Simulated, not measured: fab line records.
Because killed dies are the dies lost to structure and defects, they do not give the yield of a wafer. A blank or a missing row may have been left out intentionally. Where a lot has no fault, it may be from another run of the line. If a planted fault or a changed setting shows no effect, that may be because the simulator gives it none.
Comparing a struck lot with a sound one ; flow n5-finfet ; 16 out of 1938 route steps
Sound: these wafers, L250.2, L250.4, L250.6. Struck: wafer L259.1. (L259.5, L259.6 of the same lot were not struck and are left out.) The cause comes at the end.
For every step that has rows: the tool of each side, followed by ch and its chambers, followed by its first start. Under that, the readings that differ: sound wafers ; struck wafers ; difference of the means ; sigmas: that difference in standard deviations of wafers without a fault.
alike: same words and numbers on both sides, and readings whose means sit less than 2 such deviations apart. not compared: any withheld reading, any reading some wafer has no value for, any bound like >300 that may hide the same value, and any number with overlapping values for which the record gives no deviation.
A row with sigmas, a row that says differs or no value, or rows on one side alone: a step with any of these is where the two part. Non-overlapping numbers with no deviation appear without sigmas and do not part them. A reading missing from all wafers of one side parts the sides only when that side holds two or more wafers.

first, 2 steps without rows for these wafers: N5_HKMG_FIN_STRIP_33 (strips in N2/H2); N5_HKMG_FIN_STRIP_34 (strips in CF4).
N5_HKMG_FIN_ETCH_35: etches SOC in N2/H2, target depth 215.8 nm, time 243.4 s.
  sound on rie-diel-02 ch 1,3, day 4 04:53; struck on rie-diel-02 ch 2, day 6 14:44
  alike: drypump-motor-current-A, oes-product-au, rf-vpp-V, showerhead-plenum-p-Torr, throttle-valve-pct
  not compared: rf-hours-counter-h
N5_HKMG_FIN_STRIP_92: strips SOC in N2/H2, time 20 s.
  sound on rie-diel-02 ch 1,3, day 4 05:02; struck on rie-diel-02 ch 2, day 6 14:53
  alike: drypump-motor-current-A, oes-product-au, power-w, rf-vpp-V, showerhead-plenum-p-Torr, throttle-valve-pct
  not compared: rf-hours-counter-h
then, 1 step without rows for these wafers: N5_HKMG_FIN_WET_ETCH_18 (etches TiN in SC1, time 55 s, target depth 5.2 nm, rinse time 30 s).
N5_HKMG_FIN_STRIP_19: strips in N2/H2, time 360 s.
  sound on plasma-asher-02 ch 0,1, day 4 05:11; struck on plasma-asher-02 ch 1, day 6 15:02
  alike: drypump-motor-current-A, heater-power-w
  not compared: rf-hours-counter-h
N5_HKMG_FIN_ALD_91: deposits TiN, target thk 1 nm, pulse time 1 s, purge time 3 s.
  sound on ald-metal-01 ch 2,3, day 4 05:37; struck on ald-metal-02 ch 0, day 6 15:25
  alike: heater-power-w, precursor-pulse-height-rel
  not compared: co-reactant-pulse-time-s
then, 4 steps without rows for these wafers: N5_HKMG_FIN_COAT_85 (time 60 s, resist thk 300 nm); N5_HKMG_FIN_ETCH_86 (etches SOC in N2/H2, stops on TiN, target depth 393.2 nm); N5_HKMG_FIN_STRIP_89 (strips SOC in N2/H2, time 20 s); N5_HKMG_FIN_WET_ETCH_87 (etches TiN in SC1, time 154.2 s, target depth 4.7 nm, rinse time 30 s).
N5_HKMG_FIN_STRIP_88: strips in N2/H2, time 360 s.
  sound on plasma-asher-01 ch 0,1, day 4 06:13; struck on plasma-asher-01 ch 0, day 6 16:11
  alike: drypump-motor-current-A, heater-power-w
  not compared: rf-hours-counter-h
N5_HKMG_FIN_NWFM_ALD_20: deposits TiAlC, target thk 2 nm, pulse time 3 s, purge time 2 s.
  sound on ald-metal-04 ch 0,3, day 4 06:35; struck on ald-metal-04 ch 0, day 6 16:35
reading;sound;struck;difference;sigmas
co-reactant-pulse-time-s (s);10 10 10;10.802;+0.802;
  alike: heater-power-w, precursor-pulse-height-rel
then, 1 step without rows for these wafers: N5_HKMG_FIN_ALD_71 (deposits TiN, target thk 1 nm, pulse time 1 s, purge time 3 s).
-- the record jumps here: 7 days lie between the struck wafers' starts before and after (it left off in module HKMG_FIN and takes up again in module BEOL_M4, whose first step shown is number 1111 of the route) --
N5_BEOL_M4_RC_MEAS_101:
  sound on prober-01 ch 0, day 9 04:16; struck on prober-02 ch 0, day 13 23:03
  alike: DIBL_N, DIBL_P, IOFF_N, IOFF_P, ION_N, ION_P, SS_N, SS_P, VT_N, VT_P
-- record jumps: 5 days separate the struck wafers' starts on either side; left off in module BEOL_M4, taken up again in module PASSIVATION, whose first shown step is the route's number 1936 --
N5_PASSIVATION_PROBE_49:
  record: rows for the struck wafers here (prober-02, day 18 14:11), none for the sound ones

WHERE THEY PART
Only at N5_PASSIVATION_PROBE_49, within this record.

WHY: the cause the simulator had injected
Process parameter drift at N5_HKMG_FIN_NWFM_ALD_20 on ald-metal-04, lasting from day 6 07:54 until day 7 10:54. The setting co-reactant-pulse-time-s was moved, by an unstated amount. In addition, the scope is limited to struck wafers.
